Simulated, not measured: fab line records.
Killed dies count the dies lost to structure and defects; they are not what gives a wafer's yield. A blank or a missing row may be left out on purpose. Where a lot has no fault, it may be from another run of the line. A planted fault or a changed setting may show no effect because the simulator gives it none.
Comparing a struck lot with a sound one ; flow n5Finfet ; 15 out of 1938 route steps
Sound: wafers L816.1, L816.2, L816.4. The struck wafers were L827.2, L827.3, L827.6. Last of all comes the cause.
For every step that has rows: the tool of each side, followed by ch and its chambers, followed by its first start. Under that, the readings that differ: sound wafers ; struck wafers ; difference of the means ; sigmas: that difference in standard deviations of wafers without a fault.
alike: readings whose means differ by less than 2 such deviations, and words and numbers that are the same on both sides. not compared: withheld readings, readings that some wafer has no value for, bounds like >300 that may hide the same value, and numbers for which the record gives no deviation and whose values overlap.
Wherever a step has rows on one side only, a row that says differs or no value, or a row with sigmas, the two part there. Non-overlapping numbers with no deviation appear without sigmas and do not part them. A reading missing from all wafers of one side parts the sides only when that side holds two or more wafers.

N5_FIN_CUT_INSPECT_10: inspects for defects (brightfield).
  sound on defectInspect-01, day 2 15:17; struck on defectInspect-01, day 5 09:49
  alike: rawDefectCount
then, 7 steps without rows for these wafers: N5_FIN_CUT_DESCUM_13 (chemistry O2, time 7 s); N5_FIN_CUT_ETCH_30 (etches underlayer in N2/H2, target depth 13 nm, time 10.4 s); N5_FIN_CUT_ETCH_20 (etches SiARC in CF4, target depth 26 nm, time 43.3 s); N5_FIN_CUT_ETCH_21 (etches SOC in N2/H2, target depth 219 nm, overetch 43.8 nm, time 523.5 s); N5_FIN_CUT_STRIP_23 (strips in N2/H2); N5_FIN_CUT_STRIP_31 (strips in N2/H2); N5_FIN_CUT_STRIP_24 (strips in CF4).
N5_FIN_CUT_CUT_ETCH_26: etches SiNx in CH3F/O2, target depth 39 nm, time 55.7 s.
  sound on rieDiel-06 ch 0,2,3, day 2 15:45; struck on rieDiel-06 ch 0,2, day 5 10:17
  alike: CH3F_flow_sccm, biasW, drypumpMotorCurrentA, oesProductAu, rfVppV, showerheadPlenumPTorr, throttleValvePct
  not compared: rfHoursCounterH
N5_FIN_CUT_CUT_ETCH_27: etches SiO2 in CHF3/O2, target depth 4 nm, overetch 2 nm, time 4.9 s.
  sound on rieDiel-06 ch 0,2,3, day 2 15:48; struck on rieDiel-06 ch 0,2, day 5 10:19
  alike: biasW, drypumpMotorCurrentA, oesProductAu, rfVppV, showerheadPlenumPTorr, throttleValvePct
  not compared: rfHoursCounterH
N5_FIN_CUT_PRECLEAN_35: cleans in vHF, time 13.3 s.
  sound on vaporEtch-02 ch 0,1, day 2 15:52; struck on vaporEtch-01 ch 0,1, day 5 10:24
  alike: drypumpMotorCurrentA
N5_FIN_CUT_CUT_ETCH_15: etches Si in HBr/Cl2/O2, target depth 100 nm, bt time 10 s, time 42.4 s.
  sound on rieSi-03 ch 0,1,2, day 2 15:57; struck on rieSi-03 ch 0,1,3, day 5 10:29
  alike: HBr_flow_sccm, drypumpMotorCurrentA, mfcCl2Sccm, oesProductAu, throttleValvePct
  not compared: biasW, rfHoursCounterH
N5_FIN_CUT_CUT_ETCH_28: etches Si in HBr/Cl2/O2, target depth 6 nm, time 2.4 s.
  sound on rieSi-03 ch 0,1,2, day 2 16:00; struck on rieSi-03 ch 0,1,3, day 5 10:32
reading;sound;struck;difference;sigmas
model.etch.depthNm (nm);6.075 5.984 5.92;8.405 8.376 8.51;+2.437;
  alike: HBr_flow_sccm, drypumpMotorCurrentA, mfcCl2Sccm, oesProductAu, throttleValvePct
  not compared: biasW, rfHoursCounterH
N5_FIN_CUT_STRIP_22: strips in N2/H2.
  sound on rieDiel-06 ch 0,2,3, day 2 16:08; struck on rieDiel-03 ch 0,3, day 5 10:36
  alike: drypumpMotorCurrentA, oesProductAu, rfVppV, showerheadPlenumPTorr, throttleValvePct
  not compared: rfHoursCounterH
-- here the record skips 6 days between the struck wafers' starts before and after, leaving off in module FIN_CUT and picking up in module BEOL_M4 (first step shown: number 1111 of the route) --
N5_BEOL_M4_RC_MEAS_101:
  sound on prober-02 ch 0, day 8 20:29; struck on prober-01 ch 0, day 11 09:58
  alike: DIBL_N, DIBL_P, IOFF_N, IOFF_P, ION_N, ION_P, SS_N, SS_P, VT_N, VT_P

== WHERE THEY PART ==
Nowhere in this record.

WHY: the cause the simulator had injected
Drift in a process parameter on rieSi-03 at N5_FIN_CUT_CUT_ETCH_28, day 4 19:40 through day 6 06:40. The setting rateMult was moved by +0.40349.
